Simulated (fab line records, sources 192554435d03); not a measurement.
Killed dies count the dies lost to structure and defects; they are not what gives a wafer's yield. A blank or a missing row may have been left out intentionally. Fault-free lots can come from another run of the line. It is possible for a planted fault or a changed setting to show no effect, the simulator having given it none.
fab line records    flow n5_finfet
[record] lots = 24  wafers = 72  last_day = 17
route steps=1938 shown FIN_CUT@167 DUMMY_GATE@257 SPACER0@261 SD_EPI_N@270
lots with no fault: from the same line, run without faults
start_h: hours from the record's opening day to when the first of the lot's shown wafers began    wait_h: time in hours since the lot's previous step    " the same as in the row above    L1.1+2: one row covering several wafers at once    - no value, or no start given    * or withheld: withheld    < > ~ a bound
route shown NAME@n: a module of which the file shows steps, and the number in the route of the first    usual: mean/standard deviation of fault-free wafers    same: alike in all rows    chamber/n: place in a boat    sites: readings site by site    _std_site: standard deviation of those values    _edge_site: inner sites' mean taken away from outer sites' mean    radius_mm: for every site, how far away it sits from the centre of the wafer    mask NAME#n: copy n    behind: the most recent tool/chamber to have shaped the wafer    hold: why the lot went on hold/how many hours it stayed there/how the hold came to an end    device: which transistor (n, p or np) failed to switch    end of line: the same wafers' tests at the end of the route    step lacking rows: just its recipe    killed: the dies lost at the first sort to structure and to defects; this is not the yield of the wafer    map: dies across one wafer; x = killed, . = not, _ = none there
set.NAME: the run value of the setting; set.NAME@STEP: its run value at that earlier step    model.NAME: the simulator's own value behind a step, which no gauge read
one table for each step of the route and one row for each wafer, over a sample of lots
services: when a tool's chamber went out of use (start_h, in hours from the record's first day, below 0 if earlier), for how many hours, and the reason
[[steps]]
[step N5_FIN_CUT_ETCH_30]
[recipe] chemistry = N2/H2  target = underlayer  target_depth_a = 130  mask_material = CAR-EUV  time_s = 10.4  ion_energy_ev = 200  pressure_mtorr = 30  source_w = 840  bias_w = 150  n2_flow_sccm = 200  h2_flow_sccm = 200  ends = cleared
[usual] drypump_motor_current_A = 6.0/0.55  etch_rf_on_time_s = 10.5/0.36  oes_product_au = 0.68/0.071  rf_vpp_V = 523.5/2.2  showerhead_plenum_p_Torr = 2.53/0.076  throttle_valve_pct = 17.78/0.29
lot.wafer  tool         chamber  start_h  wait_h  drypump_motor_current_A  etch_rf_on_time_s  oes_product_au  rf_hours_counter_h  rf_vpp_V  showerhead_plenum_p_Torr  throttle_valve_pct
L074.1     rie_diel-01  2        27.19    0.0     6.8                      10.1               0.71            76                  522.0     2.49                      17.56
L074.3     "            3        "        "       6.3                      10.7               0.65            137                 522.9     2.52                      17.30
L074.5     "            2        "        "       6.8                      10.0               0.72            -                   522.0     2.49                      17.55
L075.2     rie_diel-04  0        32.69    0.0     6.1                      10.7               0.64            135                 526.9     2.67                      18.05
L075.5     "            3        "        "       6.7                      9.9                0.74            -                   520.7     2.46                      17.49
L075.6     "            2        "        "       5.8                      10.9               0.65            -                   521.1     2.46                      17.62
L076.3     rie_diel-04  0        39.95    0.0     6.1                      10.9               0.64            138                 526.4     2.67                      18.05
L076.4     "            3        "        "       6.7                      10.0               0.73            87                  521.2     2.45                      17.51
L076.6     "            2        "        "       5.6                      11.0               0.64            -                   521.2     2.46                      17.62
L077.2     rie_diel-02  0        46.07    0.0     5.6                      10.4               0.61            204                 524.7     2.65                      18.29
L077.4     "            3        "        "       6.0                      10.6               0.64            135                 523.0     2.53                      18.06
L077.6     "            3        "        "       6.0                      10.7               0.63            -                   523.5     2.53                      18.06
L078.4     rie_diel-01  2        52.20    0.0     6.8                      10.2               0.70            -                   519.9     2.49                      17.58
L078.5     "            1        "        "       6.4                      10.8               0.83            -                   526.3     2.59                      17.77
L078.6     "            3        "        "       6.2                      10.7               0.65            -                   525.4     2.52                      17.28
L079.1     rie_diel-01  1        58.27    0.0     6.3                      10.9               0.81            4                   526.0     2.59                      17.78
L079.3     "            3        "        "       6.3                      10.7               0.65            143                 523.6     2.52                      17.31
L079.5     "            3        "        "       6.3                      10.7               0.66            -                   523.4     2.52                      17.30
L080.2     rie_diel-04  0        62.76    0.0     6.1                      10.6               0.65            145                 526.3     2.66                      18.05
L080.3     "            2        "        "       5.7                      10.9               0.64            130                 521.5     2.45                      17.65
L080.6     "            2        "        "       5.7                      10.8               0.64            -                   522.4     2.45                      17.64
L081.1     rie_diel-01  3        68.58    0.0     6.3                      10.6               0.65            147                 523.1     2.52                      17.32
L081.4     "            0        "        "       5.1                      9.9                0.84            2                   523.5     2.50                      17.53
L081.5     "            0        "        "       5.1                      9.9                0.84            -                   522.7     2.50                      17.52
L082.2     rie_diel-02  1        75.82    0.0     5.4                      10.3               0.67            132                 525.1     2.56                      17.73
L082.4     "            0        "        "       5.6                      10.6               0.60            215                 525.3     2.65                      18.30
L082.5     "            0        "        "       5.6                      10.7               0.60            -                   525.7     2.65                      18.30
L083.1     rie_diel-01  1        81.75    0.0     6.3                      10.9               0.79            12                  525.6     2.59                      17.80
L083.3     "            3        "        "       6.3                      10.7               0.65            150                 523.1     2.52                      17.32
L083.4     "            2        "        "       6.8                      10.2               0.70            95                  521.6     2.48                      17.58
L084.1     rie_diel-02  0        87.33    0.0     5.6                      10.6               0.60            219                 526.1     2.65                      18.32
L084.2     "            3        "        "       6.0                      10.6               0.63            143                 524.5     2.53                      18.07
L084.4     "            2        "        "       6.2                      10.5               0.57            246                 521.1     2.38                      17.93
L085.2     rie_diel-02  0        93.34    0.0     5.6                      10.6               0.59            220                 525.5     2.65                      18.32
L085.3     "            1        "        "       5.3                      10.2               0.67            138                 523.5     2.55                      17.75
L085.6     "            3        "        "       6.0                      10.6               0.62            -                   522.9     2.53                      18.06
L086.2     rie_diel-02  1        106.98   0.0     5.4                      10.3               0.66            141                 524.3     2.55                      17.73
L086.4     "            3        "        "       6.0                      10.7               0.62            -                   524.9     2.53                      18.09
L086.5     "            1        "        "       5.4                      10.2               0.66            -                   523.6     2.55                      17.74
L087.1     rie_diel-04  0        111.39   0.0     6.1                      10.9               0.63            159                 524.9     2.66                      18.08
L087.5     "            2        "        "       5.7                      11.1               0.63            -                   522.1     2.45                      17.68
L087.6     "            3        "        "       6.7                      10.1               0.71            -                   521.3     2.45                      17.52
L088.4     rie_diel-02  3        114.80   0.0     6.0                      10.7               0.62            -                   524.1     2.53                      18.07
L088.5     "            1        "        "       5.4                      10.2               0.66            -                   523.3     2.55                      17.75
L088.6     "            0        "        "       5.6                      10.6               0.60            -                   525.4     2.64                      18.33
L089.2     rie_diel-02  3        117.60   0.0     6.0                      10.7               0.62            154                 523.8     2.53                      18.08
L089.5     "            0        "        "       5.6                      10.8               0.59            -                   523.8     2.64                      18.32
L089.6     "            1        "        "       5.4                      10.4               0.66            -                   523.0     2.55                      17.76
L090.2     rie_diel-01  3        125.07   0.0     6.3                      10.8               0.63            163                 524.4     2.51                      17.34
L090.3     "            0        "        "       5.1                      10.1               0.79            18                  523.0     2.49                      17.55
L090.5     "            0        "        "       5.1                      10.1               0.79            -                   521.5     2.49                      17.54
L091.2     rie_diel-02  3        131.08   0.0     6.0                      10.7               0.62            159                 522.2     2.52                      18.11
L091.5     "            3        "        "       6.0                      10.8               0.62            -                   524.9     2.52                      18.08
L091.6     "            0        "        "       5.5                      10.7               0.59            -                   526.0     2.64                      18.34
L092.2     rie_diel-01  2        136.24   0.0     6.8                      9.9                0.69            112                 522.9     2.48                      17.62
L092.4     "            3        "        "       6.3                      10.6               0.64            166                 523.6     2.51                      17.36
L092.5     "            2        "        "       6.8                      10.0               0.69            -                   521.1     2.48                      17.63
L093.2     rie_diel-04  2        140.83   0.0     5.7                      11.2               0.61            155                 521.9     2.44                      17.66
L093.3     "            3        "        "       6.7                      10.1               0.70            120                 521.5     2.44                      17.55
L093.6     "            3        "        "       6.6                      10.3               0.69            -                   521.3     2.44                      17.53
L094.2     rie_diel-01  0        146.95   0.0     5.1                      10.0               0.77            25                  521.2     2.49                      17.56
L094.3     "            1        "        "       6.3                      10.8               0.75            32                  524.9     2.58                      17.83
L094.5     "            3        "        "       6.3                      10.7               0.63            -                   525.3     2.51                      17.36
L095.2     rie_diel-02  1        155.63   0.0     5.3                      10.2               0.65            159                 524.5     2.54                      17.80
L095.4     "            3        "        "       6.0                      10.7               0.61            169                 524.9     2.52                      18.12
L095.5     "            2        "        "       6.2                      10.2               0.79            -                   527.3     2.69                      17.54
L096.1     rie_diel-04  3        160.11   0.0     6.7                      10.1               0.70            127                 520.7     2.44                      17.53
L096.4     "            1        "        "       5.0                      10.1               0.77            27                  525.0     2.62                      17.98
L096.6     "            2        "        "       5.8                      10.9               0.62            -                   519.0     2.44                      17.70
L097.3     rie_diel-01  2        165.56   0.0     6.8                      10.1               0.67            121                 520.4     2.47                      17.63
L097.4     "            2        "        "       6.8                      10.0               0.67            -                   522.2     2.47                      17.65
L097.6     "            0        "        "       5.1                      9.9                0.76            -                   521.8     2.48                      17.57
[step N5_DUMMY_GATE_INSPECT_27]
[recipe] inspect_instrument = brightfield  mode = aei
[usual] raw_defect_count = 302/76
lot.wafer  tool               chamber  start_h  wait_h  raw_defect_count
L074.1     defect_inspect-01  -        50.95    0.0     260
L074.3     "                  -        "        "       425
L074.5     "                  -        "        "       315
L075.2     defect_inspect-01  -        54.66    0.0     220
L075.5     "                  -        "        "       325
L075.6     "                  -        "        "       233
L076.3     defect_inspect-02  -        59.75    0.0     315
L076.4     "                  -        "        "       283
L076.6     "                  -        "        "       322
L077.2     defect_inspect-01  -        67.77    0.0     290
L077.4     "                  -        "        "       243
L077.6     "                  -        "        "       240
L078.4     defect_inspect-01  -        72.50    0.0     503
L078.5     "                  -        "        "       411
L078.6     "                  -        "        "       554
L079.1     defect_inspect-02  -        78.13    0.0     178
L079.3     "                  -        "        "       236
L079.5     "                  -        "        "       283
L080.2     defect_inspect-01  -        82.63    0.0     338
L080.3     "                  -        "        "       217
L080.6     "                  -        "        "       303
L081.1     defect_inspect-02  -        88.21    0.0     384
L081.4     "                  -        "        "       316
L081.5     "                  -        "        "       229
L082.2     defect_inspect-01  -        97.46    0.0     338
L082.4     "                  -        "        "       228
L082.5     "                  -        "        "       239
L083.1     defect_inspect-02  -        104.98   0.0     257
L083.3     "                  -        "        "       334
L083.4     "                  -        "        "       301
L084.1     defect_inspect-01  -        112.02   0.0     318
L084.2     "                  -        "        "       324
L084.4     "                  -        "        "       272
L085.2     defect_inspect-01  -        118.29   0.0     214
L085.3     "                  -        "        "       240
L085.6     "                  -        "        "       283
L086.2     defect_inspect-02  -        128.76   0.0     287
L086.4     "                  -        "        "       286
L086.5     "                  -        "        "       246
L087.1     defect_inspect-01  -        132.88   0.0     397
L087.5     "                  -        "        "       210
L087.6     "                  -        "        "       238
L088.4     defect_inspect-01  -        136.03   0.0     351
L088.5     "                  -        "        "       330
L088.6     "                  -        "        "       360
L089.2     defect_inspect-01  -        140.62   0.0     283
L089.5     "                  -        "        "       322
L089.6     "                  -        "        "       275
L090.2     defect_inspect-02  -        146.57   0.0     187
L090.3     "                  -        "        "       263
L090.5     "                  -        "        "       272
L091.2     defect_inspect-01  -        151.06   0.0     276
L091.5     "                  -        "        "       254
L091.6     "                  -        "        "       255
L092.2     defect_inspect-02  -        156.87   0.0     420
L092.4     "                  -        "        "       521
L092.5     "                  -        "        "       377
L093.2     defect_inspect-01  -        160.50   0.0     509
L093.3     "                  -        "        "       254
L093.6     "                  -        "        "       302
L094.2     defect_inspect-02  -        168.30   0.0     277
L094.3     "                  -        "        "       309
L094.5     "                  -        "        "       373
L095.2     defect_inspect-02  -        176.59   0.0     380
L095.4     "                  -        "        "       255
L095.5     "                  -        "        "       443
L096.1     defect_inspect-02  -        179.76   0.0     422
L096.4     "                  -        "        "       395
L096.6     "                  -        "        "       268
L097.3     defect_inspect-02  -        186.49   0.0     301
L097.4     "                  -        "        "       233
L097.6     "                  -        "        "       252
[step N5_SPACER0_INSPECT_04]
[recipe] inspect_instrument = darkfield  mode = post_dep
[usual] raw_defect_count = 138/34
lot.wafer  tool               chamber  start_h  wait_h  raw_defect_count
L074.1     defect_inspect-01  -        51.55    0.1     117
L074.3     "                  -        "        "       208
L074.5     "                  -        "        "       158
L075.2     defect_inspect-01  -        55.26    0.1     141
L075.5     "                  -        "        "       157
L075.6     "                  -        "        "       129
L076.3     defect_inspect-02  -        60.36    0.1     156
L076.4     "                  -        "        "       134
L076.6     "                  -        "        "       135
L077.2     defect_inspect-01  -        68.37    0.1     132
L077.4     "                  -        "        "       103
L077.6     "                  -        "        "       90
L078.4     defect_inspect-02  -        73.31    0.1     221
L078.5     "                  -        "        "       152
L078.6     "                  -        "        "       247
L079.1     defect_inspect-01  -        79.22    0.1     66
L079.3     "                  -        "        "       102
L079.5     "                  -        "        "       116
L080.2     defect_inspect-02  -        83.24    0.1     142
L080.3     "                  -        "        "       103
L080.6     "                  -        "        "       134
L081.1     defect_inspect-02  -        89.05    0.1     171
L081.4     "                  -        "        "       135
L081.5     "                  -        "        "       105
L082.2     defect_inspect-01  -        101.61   0.1     124
L082.4     "                  -        "        "       100
L082.5     "                  -        "        "       100
L083.1     defect_inspect-02  -        107.45   0.1     103
L083.3     "                  -        "        "       131
L083.4     "                  -        "        "       135
L084.1     defect_inspect-01  -        113.67   0.1     137
L084.2     "                  -        "        "       144
L084.4     "                  -        "        "       119
L085.2     defect_inspect-01  -        119.37   0.1     116
L085.3     "                  -        "        "       128
L085.6     "                  -        "        "       120
L086.2     defect_inspect-01  -        129.37   0.1     163
L086.4     "                  -        "        "       122
L086.5     "                  -        "        "       130
L087.1     defect_inspect-02  -        133.49   0.1     182
L087.5     "                  -        "        "       128
L087.6     "                  -        "        "       118
L088.4     defect_inspect-01  -        136.64   0.1     164
L088.5     "                  -        "        "       116
L088.6     "                  -        "        "       160
L089.2     defect_inspect-02  -        141.22   0.1     165
L089.5     "                  -        "        "       175
L089.6     "                  -        "        "       129
L090.2     defect_inspect-01  -        147.18   0.1     72
L090.3     "                  -        "        "       90
L090.5     "                  -        "        "       124
L091.2     defect_inspect-01  -        151.75   0.1     111
L091.5     "                  -        "        "       112
L091.6     "                  -        "        "       97
L092.2     defect_inspect-02  -        157.68   0.1     186
L092.4     "                  -        "        "       235
L092.5     "                  -        "        "       185
L093.2     defect_inspect-01  -        161.25   0.1     237
L093.3     "                  -        "        "       156
L093.6     "                  -        "        "       155
L094.2     defect_inspect-01  -        169.31   0.1     111
L094.3     "                  -        "        "       127
L094.5     "                  -        "        "       135
L095.2     defect_inspect-02  -        177.23   0.1     128
L095.4     "                  -        "        "       126
L095.5     "                  -        "        "       167
L096.1     defect_inspect-02  -        180.36   0.1     155
L096.4     "                  -        "        "       175
L096.6     "                  -        "        "       109
L097.3     defect_inspect-02  -        187.09   0.1     124
L097.4     "                  -        "        "       114
L097.6     "                  -        "        "       117
[step N5_SD_EPI_N_CD_MEAS_09]
[recipe] target_cd_nm = 120  landing_energy_ev = 500  detector = se_inlens
[usual] cd_nm = 120.0/0.88
lot.wafer  tool       chamber  start_h  wait_h  cd_nm
L074.1     cd_sem-03  0        51.95    -       118.3
L074.3     "          0        "        "       118.1
L074.5     "          0        "        "       119.8
L075.2     cd_sem-03  0        55.66    -       121.3
L075.5     "          0        "        "       120.3
L075.6     "          0        "        "       118.8
L076.3     cd_sem-01  0        60.76    -       118.7
L076.4     "          0        "        "       120.4
L076.6     "          0        "        "       118.3
L077.2     cd_sem-02  0        68.77    -       120.8
L077.4     "          0        "        "       120.2
L077.6     "          0        "        "       120.7
L078.4     cd_sem-01  0        73.71    -       120.6
L078.5     "          0        "        "       119.8
L078.6     "          0        "        "       121.3
L079.1     cd_sem-02  0        79.49    -       121.2
L079.3     "          0        "        "       119.4
L079.5     "          0        "        "       119.7
L080.2     cd_sem-01  0        83.64    -       120.6
L080.3     "          0        "        "       120.1
L080.6     "          0        "        "       119.7
L081.1     cd_sem-01  0        89.45    -       119.7
L081.4     "          0        "        "       120.6
L081.5     "          0        "        "       119.8
L082.2     cd_sem-02  0        102.02   -       118.3
L082.4     "          0        "        "       119.8
L082.5     "          0        "        "       118.7
L083.1     cd_sem-03  0        107.72   -       120.2
L083.3     "          0        "        "       120.3
L083.4     "          0        "        "       120.8
L084.1     cd_sem-03  0        114.07   -       118.9
L084.2     "          0        "        "       120.1
L084.4     "          0        "        "       118.9
L085.2     cd_sem-03  0        119.77   -       119.9
L085.3     "          0        "        "       120.4
L085.6     "          0        "        "       120.1
L086.2     cd_sem-03  0        129.65   -       119.7
L086.4     "          0        "        "       119.6
L086.5     "          0        "        "       119.9
L087.1     cd_sem-02  0        133.89   -       120.3
L087.5     "          0        "        "       120.9
L087.6     "          0        "        "       120.6
L088.4     cd_sem-03  0        137.04   -       120.3
L088.5     "          0        "        "       120.2
L088.6     "          0        "        "       120.7
L089.2     cd_sem-02  0        141.62   -       120.4
L089.5     "          0        "        "       121.2
L089.6     "          0        "        "       120.6
L090.2     cd_sem-02  0        147.58   -       120.6
L090.3     "          0        "        "       120.4
L090.5     "          0        "        "       120.9
L091.2     cd_sem-02  0        152.02   -       120.9
L091.5     "          0        "        "       119.2
L091.6     "          0        "        "       118.8
L092.2     cd_sem-02  0        158.08   -       120.0
L092.4     "          0        "        "       119.7
L092.5     "          0        "        "       120.6
L093.2     cd_sem-03  0        161.52   -       119.2
L093.3     "          0        "        "       120.2
L093.6     "          0        "        "       119.9
L094.2     cd_sem-02  0        169.59   -       119.5
L094.3     "          0        "        "       119.3
L094.5     "          0        "        "       121.4
L095.2     cd_sem-02  0        177.51   -       117.8
L095.4     "          0        "        "       119.4
L095.5     "          0        "        "       118.0
L096.1     cd_sem-02  0        180.76   -       121.8
L096.4     "          0        "        "       120.3
L096.6     "          0        "        "       119.5
L097.3     cd_sem-02  0        187.37   -       120.9
L097.4     "          0        "        "       118.9
L097.6     "          0        "        "       120.6
[step N5_SD_EPI_N_ETCH_35]
[recipe] chemistry = N2/H2  target = SOC  overetch_a = 1080  mask_material = SiARC  temp_c = 40  ion_energy_ev = 100  source_w = 3000  bias_w = 133  pressure_mtorr = 20  time_s = 486  n2_flow_sccm = 200  h2_flow_sccm = 200
[usual] drypump_motor_current_A = 5.5/0.52  oes_product_au = 0.70/0.086  rf_vpp_V = 240.7/1.1  showerhead_plenum_p_Torr = 2.53/0.073  throttle_valve_pct = 23.91/0.29
lot.wafer  tool         chamber  start_h  wait_h  drypump_motor_current_A  oes_product_au  rf_hours_counter_h  rf_vpp_V  showerhead_plenum_p_Torr  throttle_valve_pct
L074.1     rie_diel-06  1        52.13    0.0     5.9                      0.64            181                 240.0     2.49                      23.81
L074.3     "            3        "        "       4.8                      0.66            159                 241.7     2.64                      23.81
L074.5     "            1        "        "       5.9                      0.64            -                   241.2     2.49                      23.81
L075.2     rie_diel-05  3        55.88    0.0     6.1                      0.67            152                 240.6     2.55                      24.10
L075.5     "            2        "        "       4.8                      0.69            -                   238.7     2.43                      23.81
L075.6     "            1        "        "       5.1                      0.61            -                   240.4     2.60                      23.96
L076.3     rie_diel-05  1        60.94    0.0     5.1                      0.60            247                 240.5     2.60                      23.96
L076.4     "            0        "        "       5.9                      0.88            1                   241.5     2.47                      23.39
L076.6     "            3        "        "       6.1                      0.67            -                   241.6     2.55                      24.10
L077.2     rie_diel-06  1        68.95    0.0     5.9                      0.63            188                 240.7     2.49                      23.81
L077.4     "            3        "        "       4.8                      0.65            -                   242.3     2.64                      23.84
L077.6     "            1        "        "       5.9                      0.64            -                   241.0     2.49                      23.81
L078.4     rie_diel-06  3        73.96    0.0     4.8                      0.65            168                 242.5     2.64                      23.84
L078.5     "            2        "        "       4.7                      0.63            -                   239.6     2.50                      23.92
L078.6     "            3        "        "       4.8                      0.66            -                   242.0     2.64                      23.87
L079.1     rie_diel-05  0        79.79    0.0     5.9                      0.84            9                   239.6     2.47                      23.40
L079.3     "            3        "        "       6.1                      0.67            161                 240.3     2.54                      24.12
L079.5     "            2        "        "       4.9                      0.68            -                   239.2     2.42                      23.84
L080.2     rie_diel-05  2        83.81    0.0     4.8                      0.69            129                 240.7     2.42                      23.82
L080.3     "            0        "        "       5.9                      0.84            11                  241.0     2.47                      23.39
L080.6     "            3        "        "       6.1                      0.67            -                   241.2     2.54                      24.12
L081.1     rie_diel-05  0        89.63    0.0     5.9                      0.84            13                  240.0     2.47                      23.40
L081.4     "            3        "        "       6.1                      0.66            165                 240.7     2.54                      24.12
L081.5     "            0        "        "       5.9                      0.83            -                   240.7     2.47                      23.40
L082.2     rie_diel-05  0        102.46   0.0     5.9                      0.83            17                  239.6     2.47                      23.40
L082.4     "            3        "        "       6.1                      0.66            170                 240.8     2.54                      24.14
L082.5     "            3        "        "       6.1                      0.66            -                   239.9     2.54                      24.12
L083.1     rie_diel-05  3        107.90   0.0     6.1                      0.67            172                 238.8     2.54                      24.13
L083.3     "            2        "        "       4.8                      0.67            138                 239.7     2.42                      23.83
L083.4     "            0        "        "       5.9                      0.82            19                  240.4     2.47                      23.40
L084.1     rie_diel-05  2        114.25   0.0     4.8                      0.67            141                 238.9     2.42                      23.81
L084.2     "            0        "        "       5.9                      0.81            21                  239.9     2.47                      23.42
L084.4     "            1        "        "       5.1                      0.82            9                   243.2     2.59                      23.65
L085.2     rie_diel-03  1        120.12   0.0     5.9                      0.61            249                 239.9     2.48                      24.08
L085.3     "            3        "        "       5.5                      0.64            216                 241.5     2.64                      24.42
L085.6     "            2        "        "       5.8                      0.85            -                   239.7     2.62                      24.38
L086.2     rie_diel-06  0        130.08   0.0     5.3                      0.82            15                  241.3     2.61                      23.80
L086.4     "            2        "        "       4.7                      0.61            235                 240.4     2.49                      23.96
L086.5     "            2        "        "       4.7                      0.62            -                   240.8     2.49                      23.96
L087.1     rie_diel-03  0        134.11   0.0     6.3                      0.61            243                 239.8     2.51                      24.07
L087.5     "            2        "        "       5.8                      0.84            -                   241.3     2.61                      24.39
L087.6     "            0        "        "       6.3                      0.62            -                   239.9     2.51                      24.05
L088.4     rie_diel-03  2        137.37   0.2     5.8                      0.84            -                   241.1     2.61                      24.38
L088.5     "            0        "        "       6.3                      0.61            -                   238.9     2.50                      24.06
L088.6     "            3        "        "       5.5                      0.64            -                   240.3     2.64                      24.44
L089.2     rie_diel-06  3        141.84   0.0     4.8                      0.64            193                 240.6     2.63                      23.86
L089.5     "            0        "        "       5.3                      0.82            -                   241.5     2.61                      23.80
L089.6     "            3        "        "       4.8                      0.63            -                   242.3     2.63                      23.87
L090.2     rie_diel-05  0        148.22   0.0     5.9                      0.79            33                  239.5     2.46                      23.44
L090.3     "            2        "        "       4.8                      0.67            155                 240.8     2.41                      23.84
L090.5     "            1        "        "       5.1                      0.79            -                   241.2     2.59                      23.66
L091.2     rie_diel-06  3        152.20   0.0     4.8                      0.63            197                 242.4     2.63                      23.89
L091.5     "            2        "        "       4.7                      0.60            -                   241.9     2.48                      23.96
L091.6     "            1        "        "       5.9                      0.62            -                   240.3     2.48                      23.84
L092.2     rie_diel-05  1        158.26   0.0     5.1                      0.79            26                  241.7     2.59                      23.68
L092.4     "            2        "        "       4.8                      0.66            159                 240.0     2.41                      23.86
L092.5     "            0        "        "       5.9                      0.79            -                   240.2     2.46                      23.44
L093.2     rie_diel-03  3        162.13   0.0     5.5                      0.63            236                 240.5     2.63                      24.44
L093.3     "            1        "        "       5.8                      0.85            6                   239.2     2.48                      23.59
L093.6     "            3        "        "       5.5                      0.64            -                   240.9     2.64                      24.45
L094.2     rie_diel-06  3        170.18   0.0     4.8                      0.63            204                 242.0     2.62                      23.91
L094.3     "            1        "        "       5.9                      0.62            226                 238.7     2.47                      23.86
L094.5     "            0        "        "       5.3                      0.81            -                   240.5     2.60                      23.82
L095.2     rie_diel-05  1        177.77   0.0     5.1                      0.78            33                  240.7     2.58                      23.68
L095.4     "            0        "        "       5.9                      0.78            43                  239.4     2.46                      23.46
L095.5     "            1        "        "       5.1                      0.76            -                   241.6     2.58                      23.68
L096.1     rie_diel-05  1        180.94   0.0     5.1                      0.77            35                  240.7     2.58                      23.67
L096.4     "            2        "        "       4.9                      0.65            168                 238.8     2.41                      23.87
L096.6     "            2        "        "       4.8                      0.66            -                   238.3     2.41                      23.88
L097.3     rie_diel-03  0        187.76   0.0     6.3                      0.87            5                   239.8     2.50                      23.98
L097.4     "            2        "        "       5.8                      0.79            43                  241.9     2.60                      24.41
L097.6     "            2        "        "       5.8                      0.79            -                   241.2     2.60                      24.41
[step N5_SD_EPI_N_STRIP_38]
[recipe] chemistry = N2/H2  power_w = 1000  temp_c = 250  h2_frac = 0.65  overash_fraction = 0.3  pressure_mtorr = withheld  n2_flow_sccm = 1750  h2_flow_sccm = 3250
[usual] drypump_motor_current_A = 5.6/0.44  heater_power_w = 338/28  oes_product_au = 0.760/0.011
[same] overash_fraction = 0.3
lot.wafer  tool             chamber  start_h  wait_h  drypump_motor_current_A  heater_power_w  oes_product_au  rf_hours_counter_h
L074.1     plasma_asher-02  0        52.82    0.1     4.8                      327             0.782           84
L074.3     "                0        "        "       4.9                      331             0.758           -
L074.5     "                0        "        "       4.8                      332             0.758           -
L075.2     plasma_asher-01  1        56.57    0.1     5.6                      380             0.741           31
L075.5     "                0        "        "       6.1                      312             0.766           -
L075.6     "                1        "        "       5.7                      382             0.752           -
L076.3     plasma_asher-01  0        61.65    0.1     6.1                      311             0.781           -
L076.4     "                1        "        "       5.6                      374             0.775           -
L076.6     "                0        "        "       6.1                      301             0.767           -
L077.2     plasma_asher-01  1        69.64    0.1     5.7                      364             0.761           34
L077.4     "                0        "        "       6.1                      303             0.764           -
L077.6     "                1        "        "       5.7                      368             0.755           -
L078.4     plasma_asher-01  0        74.67    0.0     6.1                      306             0.753           -
L078.5     "                1        "        "       5.7                      372             0.776           -
L078.6     "                0        "        "       6.2                      302             0.764           -
L079.1     plasma_asher-01  0        80.51    0.1     6.1                      308             0.756           36
L079.3     "                1        "        "       5.7                      371             0.759           -
L079.5     "                1        "        "       5.7                      381             0.754           -
L080.2     plasma_asher-01  0        84.50    0.1     6.1                      306             0.760           38
L080.3     "                1        "        "       5.6                      374             0.764           -
L080.6     "                0        "        "       6.1                      301             0.757           -
L081.1     plasma_asher-02  0        90.32    0.1     4.8                      327             0.753           91
L081.4     "                0        "        "       4.8                      327             0.763           -
L081.5     "                1        "        "       5.5                      339             0.758           -
L082.2     plasma_asher-02  1        103.17   0.1     5.5                      347             0.762           94
L082.4     "                0        "        "       4.8                      324             0.749           -
L082.5     "                1        "        "       5.5                      352             0.775           -
L083.1     plasma_asher-02  0        108.78   0.2     4.9                      338             0.758           97
L083.3     "                1        "        "       5.5                      345             0.790           -
L083.4     "                0        "        "       4.9                      316             0.764           -
L084.1     plasma_asher-01  0        114.98   0.1     6.1                      298             0.747           42
L084.2     "                1        "        "       5.7                      372             0.760           42
L084.4     "                1        "        "       5.7                      368             0.761           -
L085.2     plasma_asher-01  1        120.81   0.1     5.6                      368             0.756           43
L085.3     "                0        "        "       6.2                      302             0.759           -
L085.6     "                1        "        "       5.7                      375             0.770           -
L086.2     plasma_asher-02  0        130.77   0.1     4.9                      321             0.762           100
L086.4     "                1        "        "       5.5                      353             0.765           -
L086.5     "                0        "        "       4.9                      326             0.771           -
L087.1     plasma_asher-02  0        134.80   0.1     4.9                      328             0.761           101
L087.5     "                1        "        "       5.5                      349             0.780           -
L087.6     "                0        "        "       4.8                      323             0.745           -
L088.4     plasma_asher-01  0        138.02   0.2     6.1                      298             0.769           -
L088.5     "                0        "        "       6.1                      303             0.745           -
L088.6     "                1        "        "       5.6                      376             0.757           -
L089.2     plasma_asher-02  1        142.53   0.1     5.4                      346             0.754           103
L089.5     "                1        "        "       5.4                      356             0.768           -
L089.6     "                0        "        "       4.9                      321             0.760           -
L090.2     plasma_asher-02  1        148.91   0.1     5.5                      357             0.756           104
L090.3     "                1        "        "       5.4                      344             0.769           -
L090.5     "                1        "        "       5.5                      348             0.751           -
L091.2     plasma_asher-01  0        152.89   0.1     6.1                      304             0.749           49
L091.5     "                0        "        "       6.1                      301             0.753           -
L091.6     "                1        "        "       5.7                      369             0.755           -
L092.2     plasma_asher-01  0        158.96   0.1     6.1                      303             0.767           50
L092.4     "                0        "        "       6.1                      303             0.781           -
L092.5     "                0        "        "       6.1                      307             0.748           -
L093.2     plasma_asher-01  0        162.82   0.1     6.1                      301             0.768           51
L093.3     "                1        "        "       5.6                      373             0.790           -
L093.6     "                1        "        "       5.6                      379             0.749           -
L094.2     plasma_asher-02  1        170.88   0.1     5.5                      355             0.778           110
L094.3     "                0        "        "       4.9                      328             0.763           -
L094.5     "                0        "        "       4.8                      329             0.770           -
L095.2     plasma_asher-01  1        179.13   0.1     5.7                      368             0.760           54
L095.4     "                0        "        "       6.1                      301             0.765           -
L095.5     "                1        "        "       5.6                      365             0.757           -
L096.1     plasma_asher-01  1        181.63   0.1     5.7                      369             0.742           55
L096.4     "                1        "        "       5.7                      368             0.768           -
L096.6     "                1        "        "       5.7                      373             0.773           -
L097.3     plasma_asher-01  1        188.47   0.1     5.7                      370             0.753           -
L097.4     "                0        "        "       6.1                      301             0.758           -
L097.6     "                1        "        "       5.7                      365             0.756           -
[[services]]
tool             chamber  start_h  hours  kind
rie_diel-06      -        9.96     2.8    pm
rie_diel-02      1        29.51    5.5    repair
rie_diel-01      3        31.66    14.4   repair
rie_diel-01      -        38.35    2.0    repair
rie_diel-05      0        42.73    -      clean
rie_diel-05      0        42.73    -      consumable_replace:focus_ring
rie_diel-05      0        42.73    14.6   scheduled_down
rie_diel-05      0        42.73    14.6   vent_cycle
rie_diel-02      3        63.87    10.9   repair
rie_diel-05      1        69.95    -      clean
rie_diel-02      3        75.88    2.6    repair
rie_diel-03      0        77.63    53.1   repair
plasma_asher-01  -        90.85    2.3    repair
rie_diel-03      2        97.15    3.3    repair
rie_diel-06      0        100.78   9.1    repair
rie_diel-04      2        114.20   1.9    repair
rie_diel-06      -        119.48   4.4    repair
rie_diel-06      0        124.63   1.7    repair
rie_diel-04      -        131.63   0.8    repair
rie_diel-04      0        132.51   11.9   repair
rie_diel-02      1        156.55   15.9   repair
rie_diel-03      -        158.24   0.4    repair
rie_diel-01      3        165.35   3.0    repair
rie_diel-03      3        168.79   4.2    repair
[[key]]
fault none
